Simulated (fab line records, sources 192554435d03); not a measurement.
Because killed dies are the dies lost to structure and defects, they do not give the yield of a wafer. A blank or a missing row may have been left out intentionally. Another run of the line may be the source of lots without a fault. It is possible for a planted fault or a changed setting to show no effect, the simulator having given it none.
Chamber matching    flow n5-finfet    N5_BEOL_M9_STRIP_19 on rie-diel-05 has 4 sister chambers
The step strips in O2. 4 wafers are shown with their chamber, then 9 later ones without.

WAFERS, EACH WITH ITS CHAMBER
wafer   chamber  throttle-valve-pct (%)
L085.5  0        17.05
L090.2  1        16.61
L090.3  3        16.32
L090.4  2        16.87

WAFERS MISSING THEIR CHAMBER
wafer   throttle-valve-pct (%)
L095.2  16.88
L095.3  16.31
L095.6  16.88
L093.2  16.88
L093.4  16.32
L093.5  16.87
L096.3  16.62
L096.4  16.33
L096.6  16.60

WHICH CHAMBER EACH ONE RAN IN
wafer   from the rows above  in truth
L095.2  2                    2
L095.3  3                    3
L095.6  2                    2
L093.2  2                    2
L093.4  3                    3
L093.5  2                    2
L096.3  1                    1
L096.4  3                    3
L096.6  1                    1
Correctly placed: 9 of 9. Number that these rows cannot place: 0. 0 placed wrongly.
How it was worked out, from the rows above alone: a wafer's distance from a chamber is the root of the sum, over the readings, of the square of ((its reading less the chamber's mean) divided by the reading's scatter). The wafer belongs to the nearest chamber; if the next one is less than 2 further off, it can't be placed. The mean given for a chamber averages the wafers shown for that chamber. The scatter: with one shown wafer a chamber, the root of the mean of the squares of how far each hidden wafer lies from its nearest shown one.
